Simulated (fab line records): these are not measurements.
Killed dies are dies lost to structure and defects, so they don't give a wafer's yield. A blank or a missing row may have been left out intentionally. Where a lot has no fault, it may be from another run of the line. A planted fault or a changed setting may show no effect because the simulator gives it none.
fab line records -- flow nandHarc
[record] lots = 24, wafers = 72, lastDay = 33
route steps=1302 shown P_GATE@187 P_CONTACT@234 P_M0@274 P_M1@305 P_M2@350
lots that met no fault: from a run of the same line without faults
startH: the number of hours between the record's first day and the start of the first shown wafer of the lot -- waitH: hours from the lot's prior step to this one -- " the same as in the row above -- L1.1+2: a row that stands for several wafers -- - no value, or no start given -- * or withheld: withheld -- < > ~ a bound
route shown NAME@n: NAME is a module with steps in the file, n the number in the route of the first one -- usual: the fault-free wafers' mean and standard deviation -- same: alike in all rows -- chamber/n: place in a boat -- sites: each site's reading -- _std_site: standard deviation across them -- _edge_site: the outer-site mean with the inner-site mean subtracted -- radiusMm: how far each site lies from the wafer's centre -- mask NAME#n: copy n -- behind: tool/chamber where the wafer was last shaped -- hold: why the lot was held/for how many hours/how that ended -- device: which transistor (n, p or np) failed to switch -- end of line: tests of these same wafers at the route's end -- step lacking rows: just its recipe -- killed: at the first sort, the dies lost to defects and structure; wafer yield is something else -- map: a wafer's dies, marking killed ones x, the rest . and places with no die _
set.NAME: the setting that was run; set.NAME@STEP: the one run at that earlier step -- model.NAME: the simulator's own value behind a step, which no gauge read
the route's steps for a sample of lots (tables are steps, rows are wafers)
services: a tool's chamber out of use, with start hour (startH, from the record's first day; less than 0 if before it), hours out, and reason
[[steps]]
[step NHARC_P_GATE_DESCUM_61]
[recipe] timeS = 3, o2FlowSccm = 200, arFlowSccm = 0, biasPowerW = 0, chemistry = O2
[usual] drypumpMotorCurrentA = 5.4/0.37, oesProductAu = 1.001/0.013, rfVppV = 57.7/0.89, showerheadPlenumPTorr = 1.92/0.1, throttleValvePct = 11.312/0.009
lot.wafer,tool,chamber,startH,waitH,drypumpMotorCurrentA,oesProductAu,rfHoursCounterH,rfVppV,showerheadPlenumPTorr,throttleValvePct
L074.3,rieDiel-05,0,111.73,-,5.6,0.997,2.5,58.5,1.86,11.307
L074.1,rieDiel-05,1,111.73,-,5.3,0.991,2.8,56.5,1.79,11.324
L074.4,rieDiel-05,3,111.73,-,5.0,0.996,-,60.0,2.03,11.313
L075.3,rieDiel-05,1,129.60,-,5.3,0.992,4.6,56.5,1.79,11.325
L075.1,rieDiel-05,2,129.60,-,6.3,1.012,4.6,57.6,1.93,11.304
L075.5,rieDiel-05,3,129.60,-,5.0,0.992,-,58.2,2.02,11.314
L076.2,rieDiel-05,0,139.57,-,5.6,0.989,4.5,58.8,1.86,11.314
L076.4,rieDiel-05,2,139.57,-,6.3,1.010,4.7,59.2,1.93,11.297
L076.5,rieDiel-05,3,139.57,-,5.0,1.009,-,57.0,2.03,11.324
L077.3,rieDiel-08,2,142.16,-,5.4,1.021,4.4,58.0,1.97,11.333
L077.2,rieDiel-08,3,142.16,-,4.8,0.999,4.5,58.9,1.97,11.325
L077.1,rieDiel-08,0,142.16,-,5.8,1.031,4.8,56.2,1.79,11.301
L078.4,rieDiel-07,0,148.02,-,5.4,0.984,1.1,57.1,1.81,11.305
L078.5,rieDiel-07,2,148.02,-,5.8,0.991,-,59.1,2.02,11.317
L078.6,rieDiel-07,3,148.02,-,5.3,0.983,-,58.5,2.05,11.307
L079.4,rieDiel-07,1,162.71,-,5.1,1.025,1.6,58.0,1.83,11.328
L079.1,rieDiel-07,2,162.71,-,5.8,0.997,1.5,57.5,2.02,11.311
L079.6,rieDiel-07,1,162.71,-,5.1,1.010,-,57.8,1.83,11.302
L080.1,rieDiel-07,2,173.51,-,5.8,0.995,1.7,58.0,2.02,11.308
L080.4,rieDiel-07,1,173.51,-,5.1,1.009,1.8,57.2,1.83,11.335
L080.5,rieDiel-07,3,173.51,-,5.3,0.994,-,58.8,2.05,11.315
L081.4,rieDiel-08,3,178.67,-,4.8,0.985,6.5,58.0,1.97,11.311
L081.3,rieDiel-08,1,178.67,-,4.9,1.012,7.6,56.5,1.81,11.296
L081.5,rieDiel-08,3,178.67,-,4.9,0.988,-,57.4,1.97,11.308
L082.4,rieDiel-05,3,190.03,-,5.0,0.997,8.9,58.4,2.02,11.303
L082.5,rieDiel-05,3,190.03,-,5.0,0.999,-,58.7,2.02,11.321
L082.6,rieDiel-05,0,190.03,-,5.6,0.989,-,57.6,1.86,11.307
L083.3,rieDiel-08,3,203.33,-,4.8,1.003,0.5,58.1,1.97,11.314
L083.5,rieDiel-08,0,203.33,-,5.9,1.025,-,58.2,1.79,11.311
L083.6,rieDiel-08,1,203.33,-,4.9,0.990,-,56.9,1.81,11.312
L084.3,rieDiel-05,3,207.76,-,5.0,1.017,9.3,58.0,2.02,11.319
L084.4,rieDiel-05,0,207.76,-,5.6,1.013,9.3,57.9,1.86,11.304
L084.6,rieDiel-05,3,207.76,-,5.0,1.003,-,58.3,2.02,11.316
L085.1,rieDiel-08,2,220.02,-,5.4,1.014,2.6,57.7,1.97,11.322
L085.6,rieDiel-08,2,220.02,-,5.4,1.021,-,56.8,1.97,11.309
L085.5,rieDiel-08,3,220.02,-,4.9,1.017,-,58.4,1.97,11.312
L086.4,rieDiel-07,2,229.34,-,5.9,1.000,3.9,57.8,2.02,11.298
L086.1,rieDiel-07,3,229.34,-,5.3,0.992,3.5,58.3,2.05,11.316
L086.5,rieDiel-07,1,229.34,-,5.1,1.011,-,56.9,1.83,11.306
L087.3,rieDiel-07,2,240.48,-,5.9,1.007,4.1,58.9,2.02,11.319
L087.2,rieDiel-07,1,240.48,-,5.1,1.008,3.9,58.0,1.83,11.303
L087.5,rieDiel-07,3,240.48,-,5.3,0.984,-,59.1,2.05,11.319
L089.2,rieDiel-08,0,260.02,-,5.8,1.037,4.8,57.3,1.79,11.301
L089.1,rieDiel-08,2,260.02,-,5.4,1.005,4.7,57.1,1.97,11.311
L089.6,rieDiel-08,3,260.02,-,4.9,1.005,-,57.9,1.97,11.320
L088.4,rieDiel-07,2,260.80,-,5.9,1.007,4.4,59.4,2.02,11.318
L088.1,rieDiel-07,3,260.80,-,5.3,1.001,4.2,57.4,2.05,11.306
L088.3,rieDiel-07,1,260.80,-,5.1,1.034,4.2,58.8,1.83,11.312
L090.2,rieDiel-05,2,281.72,-,6.2,1.006,3.0,58.9,1.93,11.311
L090.4,rieDiel-05,0,281.72,-,5.6,0.986,3.1,57.1,1.86,11.321
L090.5,rieDiel-05,2,281.72,-,6.2,1.005,-,59.4,1.93,11.293
L091.4,rieDiel-07,2,285.59,-,5.8,1.005,5.8,57.8,2.02,11.304
L091.1,rieDiel-07,3,285.59,-,5.3,1.007,5.2,57.3,2.05,11.308
L091.3,rieDiel-07,1,285.59,-,5.1,1.015,5.7,57.0,1.82,11.320
L092.1,rieDiel-07,2,293.79,-,5.9,1.006,5.9,59.2,2.02,11.295
L092.4,rieDiel-07,3,293.79,-,5.3,0.988,5.2,57.8,2.05,11.315
L092.6,rieDiel-07,2,293.79,-,5.9,1.002,-,58.0,2.02,11.305
L094.3,rieDiel-07,0,311.46,-,5.4,0.995,0.6,57.4,1.81,11.310
L094.4,rieDiel-07,2,311.46,-,5.9,1.004,0.5,59.7,2.02,11.311
L094.5,rieDiel-07,1,311.46,-,5.1,1.015,-,56.9,1.82,11.325
L093.2,rieDiel-08,2,312.51,-,5.4,1.011,8.9,57.0,1.97,11.314
L093.4,rieDiel-08,3,312.51,-,4.9,1.008,6.6,57.4,1.97,11.315
L093.6,rieDiel-08,0,312.51,-,5.9,1.018,-,57.8,1.79,11.322
L095.2,rieDiel-07,2,332.59,-,5.8,1.002,2.4,56.8,2.02,11.317
L095.6,rieDiel-07,1,332.59,-,5.1,1.001,-,55.6,1.82,11.313
L095.4,rieDiel-07,2,332.59,-,5.9,0.997,-,58.3,2.02,11.322
L096.3,rieDiel-07,0,337.55,-,5.4,1.002,2.5,58.1,1.81,11.305
L096.1,rieDiel-07,1,337.55,-,5.1,1.016,2.8,56.4,1.82,11.306
L096.6,rieDiel-07,3,337.55,-,5.3,1.002,-,57.5,2.05,11.320
L097.4,rieDiel-05,3,350.91,-,5.0,0.990,9.1,57.6,2.02,11.312
L097.1,rieDiel-05,1,350.91,-,5.3,0.985,6.4,57.3,1.78,11.320
L097.5,rieDiel-05,0,350.91,-,5.6,0.982,-,57.6,1.86,11.321
[step NHARC_P_CONTACT_INSPECT_14]
[usual] rawDefectCount = 3.8/2.1
lot.wafer,tool,chamber,startH,waitH,rawDefectCount
L074.1,defectInspect-01,-,117.98,0.0,4
L074.3,defectInspect-01,-,117.98,0.0,5
L074.4,defectInspect-01,-,117.98,0.0,3
L075.1,defectInspect-02,-,136.16,0.0,2
L075.3,defectInspect-02,-,136.16,0.0,2
L075.5,defectInspect-02,-,136.16,0.0,5
L076.2,defectInspect-01,-,145.93,0.0,2
L076.4,defectInspect-01,-,145.93,0.0,4
L076.5,defectInspect-01,-,145.93,0.0,0
L077.1,defectInspect-02,-,148.58,0.0,1
L077.2,defectInspect-02,-,148.58,0.0,5
L077.3,defectInspect-02,-,148.58,0.0,4
L078.4,defectInspect-02,-,154.26,0.0,8
L078.5,defectInspect-02,-,154.26,0.0,5
L078.6,defectInspect-02,-,154.26,0.0,6
L079.1,defectInspect-02,-,169.23,0.0,0
L079.4,defectInspect-02,-,169.23,0.0,3
L079.6,defectInspect-02,-,169.23,0.0,2
L080.1,defectInspect-02,-,179.86,0.0,1
L080.4,defectInspect-02,-,179.86,0.0,2
L080.5,defectInspect-02,-,179.86,0.0,3
L081.3,defectInspect-01,-,185.07,0.0,4
L081.4,defectInspect-01,-,185.07,0.0,7
L081.5,defectInspect-01,-,185.07,0.0,1
L082.4,defectInspect-02,-,196.15,0.0,1
L082.5,defectInspect-02,-,196.15,0.0,4
L082.6,defectInspect-02,-,196.15,0.0,3
L083.3,defectInspect-02,-,209.64,0.0,8
L083.5,defectInspect-02,-,209.64,0.0,4
L083.6,defectInspect-02,-,209.64,0.0,3
L084.3,defectInspect-01,-,213.97,0.0,1
L084.4,defectInspect-01,-,213.97,0.0,1
L084.6,defectInspect-01,-,213.97,0.0,1
L085.1,defectInspect-01,-,226.36,0.0,6
L085.5,defectInspect-01,-,226.36,0.0,7
L085.6,defectInspect-01,-,226.36,0.0,4
L086.1,defectInspect-01,-,235.66,0.0,4
L086.4,defectInspect-01,-,235.66,0.0,3
L086.5,defectInspect-01,-,235.66,0.0,2
L087.2,defectInspect-02,-,246.81,0.0,3
L087.3,defectInspect-02,-,246.81,0.0,0
L087.5,defectInspect-02,-,246.81,0.0,1
L089.1,defectInspect-01,-,266.36,0.0,3
L089.2,defectInspect-01,-,266.36,0.0,7
L089.6,defectInspect-01,-,266.36,0.0,5
L088.1,defectInspect-01,-,267.17,0.0,5
L088.3,defectInspect-01,-,267.17,0.0,2
L088.4,defectInspect-01,-,267.17,0.0,8
L090.2,defectInspect-01,-,288.22,0.0,6
L090.4,defectInspect-01,-,288.22,0.0,7
L090.5,defectInspect-01,-,288.22,0.0,1
L091.1,defectInspect-02,-,291.82,0.0,6
L091.3,defectInspect-02,-,291.82,0.0,6
L091.4,defectInspect-02,-,291.82,0.0,4
L092.1,defectInspect-01,-,301.07,0.0,5
L092.4,defectInspect-01,-,301.07,0.0,2
L092.6,defectInspect-01,-,301.07,0.0,4
L094.3,defectInspect-02,-,317.95,0.0,4
L094.4,defectInspect-02,-,317.95,0.0,6
L094.5,defectInspect-02,-,317.95,0.0,6
L093.2,defectInspect-01,-,318.84,0.0,8
L093.4,defectInspect-01,-,318.84,0.0,7
L093.6,defectInspect-01,-,318.84,0.0,3
L095.2,defectInspect-01,-,338.69,0.0,2
L095.4,defectInspect-01,-,338.69,0.0,2
L095.6,defectInspect-01,-,338.69,0.0,4
L096.1,defectInspect-01,-,343.91,0.0,5
L096.3,defectInspect-01,-,343.91,0.0,3
L096.6,defectInspect-01,-,343.91,0.0,7
L097.1,defectInspect-02,-,357.24,0.0,3
L097.4,defectInspect-02,-,357.24,0.0,0
L097.5,defectInspect-02,-,357.24,0.0,3
[step NHARC_P_M0_PVD_20]
[recipe] targetThkA = 50, biasV = 168.6, powerW = 15000, chamberPressurePa = 0.12, timeS = 8.06, substrateTempC = 50, material = TaN
[usual] biasV = 168.8/1.7, cathodeDcPowerW = 15000/2.7, throttleValvePct = 29.8/1
lot.wafer,tool,chamber,startH,waitH,biasV,cathodeDcPowerW,throttleValvePct
L074.4,pvdSputter-01,-,-,-,168.1,14999,29.4
L074.1,pvdSputter-01,-,-,-,167.6,15003,28.8
L074.3,pvdSputter-01,-,-,-,170.7,14996,29.2
L075.1,pvdSputter-01,-,-,-,167.8,14998,29.2
L075.3,pvdSputter-01,-,-,-,167.4,14998,28.8
L075.5,pvdSputter-01,-,-,-,169.8,15004,29.3
L076.4,pvdSputter-01,-,-,-,166.2,14998,29.1
L076.2,pvdSputter-01,-,-,-,169.1,14999,28.7
L076.5,pvdSputter-01,-,-,-,169.3,15000,29.4
L077.1,pvdSputter-03,-,-,-,168.3,15000,29.7
L077.3,pvdSputter-03,-,-,-,164.4,14999,29.7
L077.2,pvdSputter-03,-,-,-,169.0,15000,29.6
L078.4,pvdSputter-01,-,-,-,165.7,15003,29.1
L078.6,pvdSputter-01,-,-,-,170.0,15000,31.3
L078.5,pvdSputter-01,-,-,-,167.0,15002,29.6
L079.1,pvdSputter-01,-,-,-,167.8,14998,29.2
L079.4,pvdSputter-01,-,-,-,167.1,15001,28.7
L079.6,pvdSputter-01,-,-,-,169.4,15003,29.3
L080.4,pvdSputter-03,-,-,-,167.6,14999,29.8
L080.1,pvdSputter-03,-,-,-,168.3,14997,30.0
L080.5,pvdSputter-03,-,-,-,167.8,15000,30.0
L081.3,pvdSputter-02,-,-,-,167.1,15002,29.3
L081.4,pvdSputter-02,-,-,-,170.6,15009,31.4
L081.5,pvdSputter-02,-,-,-,168.5,14998,29.7
L082.4,pvdSputter-03,-,-,-,167.3,14999,29.5
L082.6,pvdSputter-03,-,-,-,167.6,14995,29.5
L082.5,pvdSputter-03,-,-,-,167.4,15004,30.1
L083.3,pvdSputter-01,-,-,-,167.7,15000,29.2
L083.5,pvdSputter-01,-,-,-,168.2,15002,29.4
L083.6,pvdSputter-01,-,-,-,172.6,14999,28.8
L084.3,pvdSputter-01,-,-,-,167.2,15000,28.6
L084.4,pvdSputter-01,-,-,-,168.5,15001,29.5
L084.6,pvdSputter-01,-,-,-,168.9,15002,29.1
L085.1,pvdSputter-02,-,-,-,167.7,15001,28.6
L085.6,pvdSputter-02,-,-,-,170.0,15000,30.8
L085.5,pvdSputter-02,-,-,-,165.1,14998,31.3
L086.1,pvdSputter-02,-,-,-,170.5,15002,28.8
L086.4,pvdSputter-02,-,-,-,169.5,15001,30.7
L086.5,pvdSputter-02,-,-,-,168.3,15001,31.6
L087.3,pvdSputter-03,-,-,-,167.0,14998,29.6
L087.2,pvdSputter-03,-,-,-,168.7,15001,29.8
L087.5,pvdSputter-03,-,-,-,166.6,15003,29.5
L089.2,pvdSputter-03,-,-,-,171.8,14998,28.4
L089.1,pvdSputter-03,-,-,-,169.6,15006,30.2
L089.6,pvdSputter-03,-,-,-,168.4,15000,30.0
L088.3,pvdSputter-03,-,-,-,166.2,15001,30.0
L088.4,pvdSputter-03,-,-,-,166.2,15002,28.4
L088.1,pvdSputter-03,-,-,-,166.4,15002,29.8
L090.2,pvdSputter-01,-,-,-,166.8,14998,29.2
L090.4,pvdSputter-01,-,-,-,170.3,15004,29.3
L090.5,pvdSputter-01,-,-,-,171.5,15003,29.2
L091.1,pvdSputter-02,-,-,-,168.1,14996,31.7
L091.4,pvdSputter-02,-,-,-,169.5,15004,28.5
L091.3,pvdSputter-02,-,-,-,169.0,15001,30.6
L092.1,pvdSputter-01,-,-,-,167.8,15002,32.2
L092.4,pvdSputter-01,-,-,-,170.7,15000,29.3
L092.6,pvdSputter-01,-,-,-,169.9,14999,31.8
L094.4,pvdSputter-02,-,-,-,173.0,15001,30.4
L094.3,pvdSputter-02,-,-,-,170.2,15001,29.3
L094.5,pvdSputter-02,-,-,-,170.3,14998,29.7
L093.4,pvdSputter-01,-,-,-,167.4,15002,32.0
L093.2,pvdSputter-01,-,-,-,167.9,14998,29.3
L093.6,pvdSputter-01,-,-,-,170.5,14998,29.2
L095.2,pvdSputter-01,-,-,-,171.7,15001,29.3
L095.4,pvdSputter-01,-,-,-,168.9,15001,28.9
L095.6,pvdSputter-01,-,-,-,169.9,15002,29.0
L096.1,pvdSputter-01,-,-,-,168.5,15002,29.0
L096.3,pvdSputter-01,-,-,-,167.6,14996,29.6
L096.6,pvdSputter-01,-,-,-,167.5,14998,29.5
L097.4,pvdSputter-03,-,-,-,170.4,15004,29.3
L097.1,pvdSputter-03,-,-,-,168.2,15003,29.3
L097.5,pvdSputter-03,-,-,-,167.1,14998,29.5
[step NHARC_P_M0_PRE_CLEAN_31]
[recipe] timeS = 12, tempC = 370, rfPowerW = 300, gas = NH3
[usual] heaterPowerOuterW = 386/56, heaterPowerW = 638/72
lot.wafer,tool,chamber,startH,waitH,heaterPowerOuterW,heaterPowerW
L074.3,pecvd-02,0,125.28,0.1,444,724
L074.1,pecvd-02,1,125.28,0.1,381,661
L074.4,pecvd-02,1,125.28,0.1,393,635
L075.3,pecvd-02,0,142.95,0.1,449,734
L075.1,pecvd-02,2,142.95,0.1,324,559
L075.5,pecvd-02,1,142.95,0.1,342,582
L076.2,pecvd-03,1,152.74,0.1,334,577
L076.4,pecvd-03,0,152.74,0.1,427,732
L076.5,pecvd-03,1,152.74,0.1,327,582
L077.2,pecvd-03,2,155.32,0.1,455,729
L077.3,pecvd-03,0,155.32,0.1,408,668
L077.1,pecvd-03,1,155.32,0.1,310,550
L078.4,pecvd-01,2,161.06,0.1,324,525
L078.6,pecvd-01,0,161.06,0.1,466,697
L078.5,pecvd-01,1,161.06,0.1,369,658
L079.1,pecvd-01,0,176.07,0.1,440,673
L079.6,pecvd-01,2,176.07,0.1,311,518
L079.4,pecvd-01,1,176.07,0.1,351,612
L080.1,pecvd-02,0,186.64,0.1,391,651
L080.5,pecvd-02,2,186.64,0.1,324,543
L080.4,pecvd-02,0,186.64,0.1,387,652
L081.4,pecvd-01,2,191.91,0.1,329,542
L081.3,pecvd-01,0,191.91,0.1,465,708
L081.5,pecvd-01,2,191.91,0.1,329,549
L082.5,pecvd-02,1,202.94,0.1,390,651
L082.4,pecvd-02,2,202.94,0.1,343,560
L082.6,pecvd-02,0,202.94,0.1,426,696
L083.3,pecvd-03,2,216.43,0.1,405,645
L083.5,pecvd-03,2,216.43,0.1,404,646
L083.6,pecvd-03,1,216.43,0.1,362,611
L084.3,pecvd-01,0,220.96,0.1,474,722
L084.4,pecvd-01,0,220.96,0.1,485,730
L084.6,pecvd-01,1,220.96,0.1,361,654
L085.1,pecvd-03,2,233.17,0.1,431,706
L085.5,pecvd-03,0,233.17,0.1,491,783
L085.6,pecvd-03,1,233.17,0.1,340,592
L086.1,pecvd-01,0,242.49,0.1,402,623
L086.5,pecvd-01,2,242.49,0.1,338,559
L086.4,pecvd-01,0,242.49,0.1,392,604
L087.3,pecvd-03,1,253.61,0.1,345,562
L087.2,pecvd-03,0,253.61,0.1,479,781
L087.5,pecvd-03,0,253.61,0.1,505,739
L089.1,pecvd-01,0,273.23,0.1,463,707
L089.2,pecvd-01,1,273.23,0.1,371,629
L089.6,pecvd-01,0,273.23,0.1,454,711
L088.3,pecvd-02,0,274.58,0.1,449,744
L088.1,pecvd-02,2,274.58,0.1,322,559
L088.4,pecvd-02,1,274.58,0.1,357,627
L090.2,pecvd-02,0,294.99,0.1,437,726
L090.5,pecvd-02,0,294.99,0.1,446,713
L090.4,pecvd-02,2,294.99,0.1,376,598
L091.1,pecvd-02,1,298.90,0.1,380,638
L091.3,pecvd-02,2,298.90,0.1,388,646
L091.4,pecvd-02,1,298.90,0.1,368,643
L092.1,pecvd-02,2,308.12,0.1,332,563
L092.6,pecvd-02,0,308.12,0.1,383,658
L092.4,pecvd-02,1,308.12,0.1,374,643
L094.3,pecvd-03,1,324.95,0.1,341,587
L094.5,pecvd-03,2,324.95,0.1,442,712
L094.4,pecvd-03,0,324.95,0.1,483,754
L093.2,pecvd-02,2,325.76,0.1,357,618
L093.4,pecvd-02,1,325.76,0.1,353,620
L093.6,pecvd-02,2,325.76,0.1,366,613
L095.2,pecvd-02,2,345.36,0.1,394,620
L095.4,pecvd-02,2,345.36,0.1,385,625
L095.6,pecvd-02,0,345.36,0.1,390,658
L096.3,pecvd-03,1,351.58,0.1,318,570
L096.1,pecvd-03,0,351.58,0.1,465,752
L096.6,pecvd-03,0,351.58,0.1,461,728
L097.1,pecvd-01,1,364.06,0.1,265,512
L097.4,pecvd-01,2,364.06,0.1,314,513
L097.5,pecvd-01,0,364.06,0.1,464,689
[step NHARC_P_M1_DEGAS_29]
[recipe] tempC = 250, timeS = 60
[usual] heaterPowerW = 319/19
lot.wafer,tool,chamber,startH,waitH,heaterPowerW
L074.4,pvdSputter-03,-,127.83,-,313
L074.3,pvdSputter-03,-,127.83,-,343
L074.1,pvdSputter-03,-,127.83,-,330
L075.1,pvdSputter-02,-,145.37,-,327
L075.3,pvdSputter-02,-,145.37,-,330
L075.5,pvdSputter-02,-,145.37,-,332
L076.2,pvdSputter-02,-,155.13,-,334
L076.4,pvdSputter-02,-,155.13,-,319
L076.5,pvdSputter-02,-,155.13,-,307
L077.1,pvdSputter-03,-,157.71,-,320
L077.3,pvdSputter-03,-,157.71,-,315
L077.2,pvdSputter-03,-,157.71,-,334
L078.4,pvdSputter-01,-,164.26,-,303
L078.6,pvdSputter-01,-,164.26,-,310
L078.5,pvdSputter-01,-,164.26,-,277
L079.4,pvdSputter-02,-,178.47,-,319
L079.1,pvdSputter-02,-,178.47,-,336
L079.6,pvdSputter-02,-,178.47,-,311
L080.1,pvdSputter-03,-,189.10,-,312
L080.4,pvdSputter-03,-,189.10,-,296
L080.5,pvdSputter-03,-,189.10,-,349
L081.3,pvdSputter-02,-,194.75,-,337
L081.4,pvdSputter-02,-,194.75,-,303
L081.5,pvdSputter-02,-,194.75,-,322
L082.4,pvdSputter-03,-,205.52,-,343
L082.5,pvdSputter-03,-,205.52,-,323
L082.6,pvdSputter-03,-,205.52,-,307
L083.3,pvdSputter-03,-,218.98,-,310
L083.5,pvdSputter-03,-,218.98,-,307
L083.6,pvdSputter-03,-,218.98,-,294
L084.4,pvdSputter-02,-,223.53,-,325
L084.3,pvdSputter-02,-,223.53,-,309
L084.6,pvdSputter-02,-,223.53,-,308
L085.1,pvdSputter-03,-,236.20,-,300
L085.5,pvdSputter-03,-,236.20,-,311
L085.6,pvdSputter-03,-,236.20,-,351
L086.4,pvdSputter-03,-,244.99,-,325
L086.1,pvdSputter-03,-,244.99,-,297
L086.5,pvdSputter-03,-,244.99,-,317
L087.2,pvdSputter-03,-,256.05,-,297
L087.3,pvdSputter-03,-,256.05,-,324
L087.5,pvdSputter-03,-,256.05,-,299
L089.2,pvdSputter-03,-,277.12,-,304
L089.1,pvdSputter-03,-,277.12,-,342
L089.6,pvdSputter-03,-,277.12,-,301
L088.4,pvdSputter-02,-,277.14,-,315
L088.1,pvdSputter-02,-,277.14,-,326
L088.3,pvdSputter-02,-,277.14,-,337
L090.4,pvdSputter-03,-,297.64,-,340
L090.2,pvdSputter-03,-,297.64,-,304
L090.5,pvdSputter-03,-,297.64,-,326
L091.4,pvdSputter-03,-,301.29,-,306
L091.3,pvdSputter-03,-,301.29,-,346
L091.1,pvdSputter-03,-,301.29,-,332
L092.1,pvdSputter-03,-,310.89,-,311
L092.4,pvdSputter-03,-,310.89,-,354
L092.6,pvdSputter-03,-,310.89,-,298
L094.4,pvdSputter-03,-,327.45,-,349
L094.3,pvdSputter-03,-,327.45,-,311
L094.5,pvdSputter-03,-,327.45,-,307
L093.4,pvdSputter-02,-,328.28,-,341
L093.2,pvdSputter-02,-,328.28,-,318
L093.6,pvdSputter-02,-,328.28,-,338
L095.4,pvdSputter-01,-,347.77,-,317
L095.2,pvdSputter-01,-,347.77,-,340
L095.6,pvdSputter-01,-,347.77,-,305
L096.1,pvdSputter-01,-,354.14,-,344
L096.3,pvdSputter-01,-,354.14,-,310
L096.6,pvdSputter-01,-,354.14,-,351
L097.1,pvdSputter-01,-,366.57,-,270
L097.4,pvdSputter-01,-,366.57,-,307
L097.5,pvdSputter-01,-,366.57,-,313
[step NHARC_P_M2_DEP_33]
[recipe] targetThkA = 300, tempC = 370, targetThkNm = 30, pressureTorr = 3, flowSccm = 200, rfW = 450, material = SiCN
[usual] heaterPowerOuterW = 340/59, heaterPowerW = 576/74
lot.wafer,tool,chamber,startH,waitH,heaterPowerOuterW,heaterPowerW
L074.3,pecvd-02,1,133.70,0.1,290,524
L074.1,pecvd-02,0,133.70,0.1,393,649
L074.4,pecvd-02,0,133.70,0.1,391,650
L075.3,pecvd-02,1,151.22,0.1,359,598
L075.1,pecvd-02,2,151.22,0.1,308,511
L075.5,pecvd-02,0,151.22,0.1,377,634
L076.2,pecvd-03,0,160.90,0.1,407,665
L076.5,pecvd-03,2,160.90,0.1,401,665
L076.4,pecvd-03,0,160.90,0.1,394,679
L077.2,pecvd-03,1,163.58,0.1,295,525
L077.3,pecvd-03,2,163.58,0.1,413,666
L077.1,pecvd-03,0,163.58,0.1,434,724
L078.4,pecvd-01,2,170.24,0.2,275,463
L078.5,pecvd-01,0,170.24,0.2,400,656
L078.6,pecvd-01,1,170.24,0.2,297,555
L079.1,pecvd-01,1,184.33,0.1,244,476
L079.4,pecvd-01,1,184.33,0.1,245,489
L079.6,pecvd-01,2,184.33,0.1,261,455
L080.1,pecvd-01,2,195.23,0.1,247,437
L080.5,pecvd-01,1,195.23,0.1,337,596
L080.4,pecvd-01,0,195.23,0.1,393,631
L081.3,pecvd-02,1,200.71,0.1,340,575
L081.5,pecvd-02,2,200.71,0.1,328,537
L081.4,pecvd-02,1,200.71,0.1,345,584
L082.4,pecvd-01,0,211.49,0.2,422,657
L082.6,pecvd-01,1,211.49,0.2,338,609
L082.5,pecvd-01,2,211.49,0.2,244,432
L083.3,pecvd-01,1,224.86,0.1,270,507
L083.5,pecvd-01,0,224.86,0.1,347,544
L083.6,pecvd-01,1,224.86,0.1,274,521
L084.3,pecvd-01,2,229.63,0.1,282,487
L084.6,pecvd-01,1,229.63,0.1,293,556
L084.4,pecvd-01,2,229.63,0.1,287,496
L085.1,pecvd-01,1,242.13,0.1,317,576
L085.6,pecvd-01,0,242.13,0.1,365,561
L085.5,pecvd-01,1,242.13,0.1,315,587
L086.1,pecvd-02,2,251.06,0.1,336,562
L086.4,pecvd-02,1,251.06,0.1,339,581
L086.5,pecvd-02,0,251.06,0.1,351,615
L087.2,pecvd-01,1,262.10,0.1,243,496
L087.3,pecvd-01,0,262.10,0.1,419,626
L087.5,pecvd-01,2,262.10,0.1,241,454
L089.1,pecvd-01,2,282.86,0.1,268,474
L089.2,pecvd-01,0,282.86,0.1,391,614
L089.6,pecvd-01,2,282.86,0.1,264,467
L088.1,pecvd-03,1,283.05,0.1,296,527
L088.3,pecvd-03,2,283.05,0.1,409,663
L088.4,pecvd-03,2,283.05,0.1,401,662
L090.2,pecvd-02,2,303.42,0.1,316,553
L090.4,pecvd-02,1,303.42,0.1,348,609
L090.5,pecvd-02,0,303.42,0.1,414,675
L091.3,pecvd-03,0,307.06,0.1,415,680
L091.1,pecvd-03,1,307.06,0.1,260,472
L091.4,pecvd-03,2,307.06,0.1,406,665
L092.1,pecvd-02,2,316.78,0.1,347,572
L092.6,pecvd-02,2,316.78,0.1,339,586
L092.4,pecvd-02,0,316.78,0.1,403,697
L094.3,pecvd-03,2,333.34,0.1,419,675
L094.5,pecvd-03,0,333.34,0.1,455,688
L094.4,pecvd-03,1,333.34,0.1,306,532
L093.2,pecvd-01,0,334.43,0.1,384,574
L093.6,pecvd-01,1,334.43,0.1,262,522
L093.4,pecvd-01,2,334.43,0.1,291,479
L095.2,pecvd-03,1,353.74,0.1,289,517
L095.4,pecvd-03,2,353.74,0.1,379,640
L095.6,pecvd-03,1,353.74,0.1,291,512
L096.1,pecvd-01,0,360.06,0.1,454,696
L096.3,pecvd-01,1,360.06,0.1,298,575
L096.6,pecvd-01,1,360.06,0.1,297,562
L097.1,pecvd-01,0,372.51,0.1,393,602
L097.4,pecvd-01,1,372.51,0.1,312,581
L097.5,pecvd-01,2,372.51,0.1,324,538
[[services]]
tool,chamber,startH,hours,kind
pvdSputter-02,-,96.62,3.0,repair
pecvd-01,-,130.03,13.0,pm
pvdSputter-02,-,132.29,10.0,pm
pvdSputter-03,-,170.00,10.0,pm
pecvd-03,-,185.25,13.0,pm
pecvd-01,1,189.87,3.7,repair
pvdSputter-01,-,226.87,10.0,pm
pecvd-02,-,227.41,13.0,pm
pecvd-03,-,233.94,0.7,repair
pvdSputter-01,-,239.13,5.3,repair
pecvd-03,1,254.41,4.9,repair
pecvd-01,2,285.34,10.2,repair
pecvd-03,1,285.71,4.9,repair
pecvd-01,-,308.20,0.3,repair
pvdSputter-02,-,310.29,10.0,pm
pecvd-01,-,311.03,13.0,pm
pvdSputter-02,-,323.59,2.7,repair
pecvd-03,2,326.94,4.7,repair
pvdSputter-02,-,343.67,7.9,repair
pvdSputter-03,-,348.00,10.0,pm
pvdSputter-03,-,359.43,1.9,repair
pvdSputter-02,-,359.87,1.9,repair
pecvd-01,-,362.70,0.5,repair
pecvd-03,-,366.25,13.0,pm
[[key]]
fault none
